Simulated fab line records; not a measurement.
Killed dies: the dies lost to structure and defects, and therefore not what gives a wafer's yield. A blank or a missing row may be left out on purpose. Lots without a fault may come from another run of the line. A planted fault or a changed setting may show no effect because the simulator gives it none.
What tool caused it? :: flow nand_harc :: 36 wafers from 12 lots sampled at 6 of the route's 1159 steps

## WHAT THE GAUGES READ, wafer by wafer
NHARC_P_GATE_CD_MEAS_11: target cd 1640 nm. Usual: cd_nm 1639.6 nm, standard deviation 1.3.
lot: L875
measured: day 4 10:39
on: cd_sem-03
cd_nm (nm): 1638.3 1639.8 1639.2
flag: 

lot: L877
measured: day 4 18:50
on: cd_sem-03
cd_nm (nm): 1638.3 1640.1 1639.3
flag: 

lot: L879
measured: day 5 12:02
on: cd_sem-03
cd_nm (nm): 1639.6 1638.0 1638.9
flag: 

lot: L884
measured: day 6 15:50
on: cd_sem-02
cd_nm (nm): 1638.3 1638.5 1637.5
flag: 

lot: L885
measured: day 6 16:01
on: cd_sem-03
cd_nm (nm): 1641.1 1639.2 1640.1
flag: 

lot: L886
measured: day 7 07:59
on: cd_sem-02
cd_nm (nm): - - -
flag: OFF

lot: L891
measured: day 8 09:50
on: cd_sem-01
cd_nm (nm): 1640.8 1638.5 1638.8
flag: 

lot: L892
measured: day 8 09:59
on: cd_sem-03
cd_nm (nm): 1638.9 1639.0 1639.9
flag: 

lot: L894
measured: day 9 01:06
on: cd_sem-02
cd_nm (nm): 1639.5 1637.6 1638.2
flag: 

lot: L895
measured: day 9 08:54
on: cd_sem-02
cd_nm (nm): 1640.7 1639.9 1640.4
flag: 

lot: L896
measured: day 9 14:52
on: cd_sem-01
cd_nm (nm): 1639.7 1639.2 1637.0
flag: 

lot: L897
measured: day 9 14:49
on: cd_sem-02
cd_nm (nm): 1641.2 1639.7 1639.2
flag: 

NHARC_END_SORT_01. Usual: killed_at_array 28, standard deviation 11; killed_at_other 0.8, standard deviation 1.3; killed_at_periphery 3.6, standard deviation 2.5; killed_dies 32, standard deviation 11; killed_open 3.0, standard deviation 1.8; killed_short 2.0, standard deviation 1.5.
lot: L879
measured: day 21 12:53
on: prober-02
killed_at_array: 13 18 11
killed_at_other: 0 1 1
killed_at_periphery: 8 3 2
killed_dies: 21 22 14
killed_open: 4 3 0
killed_short: 5 7 2
flag: 

lot: L885
measured: day 22 04:41
on: prober-01
killed_at_array: 38 24 34
killed_at_other: 1 1 0
killed_at_periphery: 5 5 6
killed_dies: 44 30 40
killed_open: 2 6 2
killed_short: 6 0 6
flag: 

lot: L886
measured: day 22 14:58
on: prober-01
killed_at_array: 21
killed_at_other: 0
killed_at_periphery: 656
killed_dies: 677
killed_open: 2
killed_short: 4
flag: OFF

lot: L891
measured: day 23 03:58
on: prober-02
killed_at_array: 42 30 52
killed_at_other: 3 1 1
killed_at_periphery: 3 5 4
killed_dies: 48 36 57
killed_open: 1 3 8
killed_short: 1 0 2
flag: 

lot: L895
measured: day 25 01:52
on: prober-02
killed_at_array: 50 47 50
killed_at_other: 2 3 0
killed_at_periphery: 2 2 6
killed_dies: 54 52 56
killed_open: 2 4 5
killed_short: 2 4 5
flag: 

lot: L897
measured: day 24 04:13
on: prober-02
killed_at_array: 22 33 28
killed_at_other: 0 0 0
killed_at_periphery: 3 4 2
killed_dies: 25 37 30
killed_open: 4 4 2
killed_short: 3 4 4
flag: 

## EACH LOT AND THE TOOL THAT RAN IT (in order: tool; ch and the chambers of the sampled wafers; start)
lot: L875
NHARC_P_ZERO_WELL_DESCUM_54: rie_diel-04 ch 0,3, day 1 23:41
NHARC_P_STI_ETCH_42: rie_diel-12 ch 1,2,3, day 2 20:46
NHARC_P_GATE_EXPOSE_08: krf_scanner-04 ch 0, day 4 10:30
NHARC_P_GATE_DEP_103: pecvd-04 ch 0,1,2, day 5 01:04

lot: L877
NHARC_P_ZERO_WELL_DESCUM_54: rie_diel-04 ch 0,2,3, day 2 11:59
NHARC_P_STI_ETCH_42: rie_diel-12 ch 0,1,2, day 3 05:20
NHARC_P_GATE_EXPOSE_08: krf_scanner-03 ch 0, day 4 18:41
NHARC_P_GATE_DEP_103: pecvd-04 ch 0,1,2, day 5 07:56

lot: L879
NHARC_P_ZERO_WELL_DESCUM_54: rie_diel-04 ch 0,1,3, day 2 23:41
NHARC_P_STI_ETCH_42: rie_diel-08 ch 0,2,3, day 3 21:23
NHARC_P_GATE_EXPOSE_08: krf_scanner-04 ch 0, day 5 11:52
NHARC_P_GATE_DEP_103: pecvd-01 ch 1,2, day 6 05:45

lot: L884
NHARC_P_ZERO_WELL_DESCUM_54: rie_diel-02 ch 3, day 4 05:59
NHARC_P_STI_ETCH_42: rie_diel-12 ch 0,1,2, day 5 00:19
NHARC_P_GATE_EXPOSE_08: krf_scanner-03 ch 0, day 6 15:41
NHARC_P_GATE_DEP_103: pecvd-01 ch 1,2, day 7 05:14

lot: L885
NHARC_P_ZERO_WELL_DESCUM_54: rie_diel-05 ch 0,1,2, day 4 12:01
NHARC_P_STI_ETCH_42: rie_diel-03 ch 0,1,3, day 5 05:13
NHARC_P_GATE_EXPOSE_08: krf_scanner-02 ch 0, day 6 15:50
NHARC_P_GATE_DEP_103: pecvd-04 ch 0,1,2, day 7 05:14

lot: L886
NHARC_P_ZERO_WELL_DESCUM_54: rie_diel-04 ch 0,1,3, day 4 18:07
NHARC_P_STI_ETCH_42: rie_diel-12 ch 2,3, day 5 12:37
NHARC_P_GATE_EXPOSE_08: krf_scanner-04 ch 0, day 7 07:50
NHARC_P_GATE_DEP_103: pecvd-01 ch 0,1, day 7 21:00

lot: L891
NHARC_P_ZERO_WELL_DESCUM_54: rie_diel-02 ch 0,1, day 5 23:54
NHARC_P_STI_ETCH_42: rie_diel-12 ch 0,1, day 6 20:26
NHARC_P_GATE_EXPOSE_08: krf_scanner-02 ch 0, day 8 09:41
NHARC_P_GATE_DEP_103: pecvd-01 ch 0,1, day 8 22:46

lot: L892
NHARC_P_ZERO_WELL_DESCUM_54: rie_diel-05 ch 1,2,3, day 6 06:04
NHARC_P_STI_ETCH_42: rie_diel-08 ch 0,1,2, day 6 20:36
NHARC_P_GATE_EXPOSE_08: krf_scanner-04 ch 0, day 8 09:50
NHARC_P_GATE_DEP_103: pecvd-03 ch 0,2, day 8 22:46

lot: L894
NHARC_P_ZERO_WELL_DESCUM_54: rie_diel-05 ch 0,1, day 6 17:54
NHARC_P_STI_ETCH_42: rie_diel-03 ch 0,1,3, day 7 11:14
NHARC_P_GATE_EXPOSE_08: krf_scanner-04 ch 0, day 9 00:56
NHARC_P_GATE_DEP_103: pecvd-01 ch 0,1, day 9 14:16

lot: L895
NHARC_P_ZERO_WELL_DESCUM_54: rie_diel-02 ch 1,3, day 6 23:49
NHARC_P_STI_ETCH_42: rie_diel-12 ch 1,2,3, day 7 18:08
NHARC_P_GATE_EXPOSE_08: krf_scanner-03 ch 0, day 9 08:44
NHARC_P_GATE_DEP_103: pecvd-04 ch 1,2, day 9 22:53

lot: L896
NHARC_P_ZERO_WELL_DESCUM_54: rie_diel-04 ch 1,2,3, day 7 05:49
NHARC_P_STI_ETCH_42: rie_diel-12 ch 0,1, day 8 02:05
NHARC_P_GATE_EXPOSE_08: krf_scanner-02 ch 0, day 9 14:42
NHARC_P_GATE_DEP_103: pecvd-04 ch 0,1,2, day 10 05:01

lot: L897
NHARC_P_ZERO_WELL_DESCUM_54: rie_diel-05 ch 0,1,2, day 7 12:01
NHARC_P_STI_ETCH_42: rie_diel-08 ch 0,1,3, day 8 02:16
NHARC_P_GATE_EXPOSE_08: krf_scanner-02 ch 0, day 9 14:40
NHARC_P_GATE_DEP_103: pecvd-03 ch 0,1,2, day 10 04:22
- NHARC_P_ZERO_WELL_DESCUM_54: chemistry O2, time 3 s.
- NHARC_P_STI_ETCH_42: etches the open film in N2/H2, target depth 80 nm, overetch 24 nm, time 61 s.
- NHARC_P_GATE_EXPOSE_08: exposes mask P HV.
- NHARC_P_GATE_DEP_103: deposits SiON, target thk 30 nm.

## WHAT THE TOOLS THEMSELVES READ (means of the sampled wafers that have a number; where no wafer has one, the mark that the record gives instead)
NHARC_P_ZERO_WELL_DESCUM_54. Usual: drypump_motor_current_A 5.8 A, standard deviation 0.57; oes_product_au 1.001 a.u., standard deviation 0.0069; rf_vpp_V 57.7 V, standard deviation 0.9; showerhead_plenum_p_Torr 1.87 Torr, standard deviation 0.063; throttle_valve_pct 11.311 %, standard deviation 0.0083.
lot: L875
tool: rie_diel-04
drypump_motor_current_A (A): 5.8
oes_product_au (a.u.): 1.004
rf_vpp_V (V): 57.1
showerhead_plenum_p_Torr (Torr): 1.86
throttle_valve_pct (%): 11.313
flag: 

lot: L877
tool: rie_diel-04
drypump_motor_current_A (A): 5.4
oes_product_au (a.u.): 1.002
rf_vpp_V (V): 57.9
showerhead_plenum_p_Torr (Torr): 1.87
throttle_valve_pct (%): 11.304
flag: 

lot: L879
tool: rie_diel-04
drypump_motor_current_A (A): 5.9
oes_product_au (a.u.): 1.001
rf_vpp_V (V): 58.0
showerhead_plenum_p_Torr (Torr): 1.86
throttle_valve_pct (%): 11.303
flag: 

lot: L884
tool: rie_diel-02
drypump_motor_current_A (A): 5.1
oes_product_au (a.u.): 1.008
rf_vpp_V (V): 57.7
showerhead_plenum_p_Torr (Torr): 1.81
throttle_valve_pct (%): 11.312
flag: 

lot: L885
tool: rie_diel-05
drypump_motor_current_A (A): 6.0
oes_product_au (a.u.): 0.996
rf_vpp_V (V): 57.6
showerhead_plenum_p_Torr (Torr): 1.84
throttle_valve_pct (%): 11.309
flag: 

lot: L886
tool: rie_diel-04
drypump_motor_current_A (A): 5.9
oes_product_au (a.u.): 1.005
rf_vpp_V (V): 57.5
showerhead_plenum_p_Torr (Torr): 1.86
throttle_valve_pct (%): 11.311
flag: 

lot: L891
tool: rie_diel-02
drypump_motor_current_A (A): 5.6
oes_product_au (a.u.): 0.996
rf_vpp_V (V): 56.9
showerhead_plenum_p_Torr (Torr): 1.87
throttle_valve_pct (%): 11.316
flag: 

lot: L892
tool: rie_diel-05
drypump_motor_current_A (A): 5.9
oes_product_au (a.u.): 1.001
rf_vpp_V (V): 57.7
showerhead_plenum_p_Torr (Torr): 1.89
throttle_valve_pct (%): 11.314
flag: 

lot: L894
tool: rie_diel-05
drypump_motor_current_A (A): 5.5
oes_product_au (a.u.): 1.001
rf_vpp_V (V): 58.2
showerhead_plenum_p_Torr (Torr): 1.82
throttle_valve_pct (%): 11.319
flag: 

lot: L895
tool: rie_diel-02
drypump_motor_current_A (A): 5.4
oes_product_au (a.u.): 0.995
rf_vpp_V (V): 57.9
showerhead_plenum_p_Torr (Torr): 1.83
throttle_valve_pct (%): 11.305
flag: 

lot: L896
tool: rie_diel-04
drypump_motor_current_A (A): 5.9
oes_product_au (a.u.): 0.998
rf_vpp_V (V): 57.8
showerhead_plenum_p_Torr (Torr): 1.83
throttle_valve_pct (%): 11.315
flag: 

lot: L897
tool: rie_diel-05
drypump_motor_current_A (A): 6.0
oes_product_au (a.u.): 1.003
rf_vpp_V (V): 57.2
showerhead_plenum_p_Torr (Torr): 1.84
throttle_valve_pct (%): 11.303
flag: 

NHARC_P_STI_ETCH_42. Usual: bias_w 150.1 W, standard deviation 0.47; drypump_motor_current_A 5.7 A, standard deviation 0.3; n2_flow_sccm 150.0 sccm, standard deviation 0.49; oes_product_au 1.000 a.u., standard deviation 0.0077; rf_vpp_V 431.6 V, standard deviation 2.4; showerhead_plenum_p_Torr 2.09 Torr, standard deviation 0.083; throttle_valve_pct 14.170 %, standard deviation 0.0096.
lot: L875
tool: rie_diel-12
bias_w (W): 149.7
drypump_motor_current_A (A): 5.8
n2_flow_sccm (sccm): 149.7
oes_product_au (a.u.): 0.995
rf_vpp_V (V): 430.5
showerhead_plenum_p_Torr (Torr): 2.06
throttle_valve_pct (%): 14.162
flag: 

lot: L877
tool: rie_diel-12
bias_w (W): 149.9
drypump_motor_current_A (A): 5.9
n2_flow_sccm (sccm): 149.6
oes_product_au (a.u.): 0.997
rf_vpp_V (V): 431.3
showerhead_plenum_p_Torr (Torr): 2.07
throttle_valve_pct (%): 14.173
flag: 

lot: L879
tool: rie_diel-08
bias_w (W): 149.8
drypump_motor_current_A (A): 5.5
n2_flow_sccm (sccm): 149.9
oes_product_au (a.u.): 0.998
rf_vpp_V (V): 432.2
showerhead_plenum_p_Torr (Torr): 2.11
throttle_valve_pct (%): 14.172
flag: 

lot: L884
tool: rie_diel-12
bias_w (W): 150.2
drypump_motor_current_A (A): 5.9
n2_flow_sccm (sccm): 149.6
oes_product_au (a.u.): 1.002
rf_vpp_V (V): 431.7
showerhead_plenum_p_Torr (Torr): 2.07
throttle_valve_pct (%): 14.177
flag: 

lot: L885
tool: rie_diel-03
bias_w (W): 150.6
drypump_motor_current_A (A): 5.5
n2_flow_sccm (sccm): 150.4
oes_product_au (a.u.): 1.001
rf_vpp_V (V): 432.0
showerhead_plenum_p_Torr (Torr): 2.12
throttle_valve_pct (%): 14.173
flag: 

lot: L886
tool: rie_diel-12
bias_w (W): 150.4
drypump_motor_current_A (A): 5.9
n2_flow_sccm (sccm): 149.8
oes_product_au (a.u.): 0.999
rf_vpp_V (V): 432.8
showerhead_plenum_p_Torr (Torr): 2.14
throttle_valve_pct (%): 14.159
flag: 

lot: L891
tool: rie_diel-12
bias_w (W): 149.7
drypump_motor_current_A (A): 5.8
n2_flow_sccm (sccm): 150.2
oes_product_au (a.u.): 1.004
rf_vpp_V (V): 429.4
showerhead_plenum_p_Torr (Torr): 1.99
throttle_valve_pct (%): 14.170
flag: 

lot: L892
tool: rie_diel-08
bias_w (W): 150.6
drypump_motor_current_A (A): 5.2
n2_flow_sccm (sccm): 150.1
oes_product_au (a.u.): 0.998
rf_vpp_V (V): 431.6
showerhead_plenum_p_Torr (Torr): 2.10
throttle_valve_pct (%): 14.177
flag: 

lot: L894
tool: rie_diel-03
bias_w (W): 150.1
drypump_motor_current_A (A): 5.5
n2_flow_sccm (sccm): 150.1
oes_product_au (a.u.): 1.000
rf_vpp_V (V): 433.4
showerhead_plenum_p_Torr (Torr): 2.12
throttle_valve_pct (%): 14.176
flag: 

lot: L895
tool: rie_diel-12
bias_w (W): 150.3
drypump_motor_current_A (A): 5.8
n2_flow_sccm (sccm): 150.0
oes_product_au (a.u.): 1.004
rf_vpp_V (V): 430.9
showerhead_plenum_p_Torr (Torr): 2.06
throttle_valve_pct (%): 14.185
flag: 

lot: L896
tool: rie_diel-12
bias_w (W): 150.2
drypump_motor_current_A (A): 5.9
n2_flow_sccm (sccm): 150.2
oes_product_au (a.u.): 1.000
rf_vpp_V (V): 429.2
showerhead_plenum_p_Torr (Torr): 2.03
throttle_valve_pct (%): 14.165
flag: 

lot: L897
tool: rie_diel-08
bias_w (W): 149.9
drypump_motor_current_A (A): 5.5
n2_flow_sccm (sccm): 149.8
oes_product_au (a.u.): 1.002
rf_vpp_V (V): 432.9
showerhead_plenum_p_Torr (Torr): 2.12
throttle_valve_pct (%): 14.180
flag: 

NHARC_P_GATE_EXPOSE_08. Usual: reticle_temp_C 23.00 C, standard deviation 0.11.
lot: L875
tool: krf_scanner-04
reticle_temp_C (C): 22.89
flag: 

lot: L877
tool: krf_scanner-03
reticle_temp_C (C): 23.11
flag: 

lot: L879
tool: krf_scanner-04
reticle_temp_C (C): 22.95
flag: 

lot: L884
tool: krf_scanner-03
reticle_temp_C (C): 23.15
flag: 

lot: L885
tool: krf_scanner-02
reticle_temp_C (C): 22.96
flag: 

lot: L886
tool: krf_scanner-04
reticle_temp_C (C): 22.98
flag: 

lot: L891
tool: krf_scanner-02
reticle_temp_C (C): 23.06
flag: 

lot: L892
tool: krf_scanner-04
reticle_temp_C (C): 23.03
flag: 

lot: L894
tool: krf_scanner-04
reticle_temp_C (C): 23.04
flag: 

lot: L895
tool: krf_scanner-03
reticle_temp_C (C): 22.90
flag: 

lot: L896
tool: krf_scanner-02
reticle_temp_C (C): 22.91
flag: 

lot: L897
tool: krf_scanner-02
reticle_temp_C (C): 22.96
flag: 

NHARC_P_GATE_DEP_103. Usual: heater_power_w 772 W, standard deviation 110.
lot: L875
tool: pecvd-04
heater_power_w (W): 743
flag: 

lot: L877
tool: pecvd-04
heater_power_w (W): 845
flag: 

lot: L879
tool: pecvd-01
heater_power_w (W): 812
flag: 

lot: L884
tool: pecvd-01
heater_power_w (W): 824
flag: 

lot: L885
tool: pecvd-04
heater_power_w (W): 831
flag: 

lot: L886
tool: pecvd-01
heater_power_w (W): 720
flag: 

lot: L891
tool: pecvd-01
heater_power_w (W): 757
flag: 

lot: L892
tool: pecvd-03
heater_power_w (W): 648
flag: 

lot: L894
tool: pecvd-01
heater_power_w (W): 733
flag: 

lot: L895
tool: pecvd-04
heater_power_w (W): 702
flag: 

lot: L896
tool: pecvd-04
heater_power_w (W): 739
flag: 

lot: L897
tool: pecvd-03
heater_power_w (W): 794
flag: 

## THE ANSWER, worked out from the rows above alone
Rule: take the mean of a lot's wafers that have a number; if it is more than 3 standard deviations from the usual mean, the lot is off. A lot without any number at a reading at which 4 lots or more have one is off too. Where the step has rows for the other lots, those lots are counted as sound. The gauges are gone through in route order, then the tools' own readings, and for those a lot's mean is taken as printed above. At the first step where some lot is off, the reading lying furthest off is the one used; lots without a number count as furthest.
Off, at NHARC_P_GATE_CD_MEAS_11 on cd_nm: L886. Without a number there: L886.
A tool fits if, at a process step before that reading, it ran every lot that is off, and no sound lot after the first of them. The gauges at NHARC_P_GATE_CD_MEAS_11 aren't tried: what is off there is off at NHARC_END_SORT_01 too, on other tools, and a gauge's error can't cause that. Of those tried, none fits.

## WHAT THE SIMULATOR HAD PUT IN
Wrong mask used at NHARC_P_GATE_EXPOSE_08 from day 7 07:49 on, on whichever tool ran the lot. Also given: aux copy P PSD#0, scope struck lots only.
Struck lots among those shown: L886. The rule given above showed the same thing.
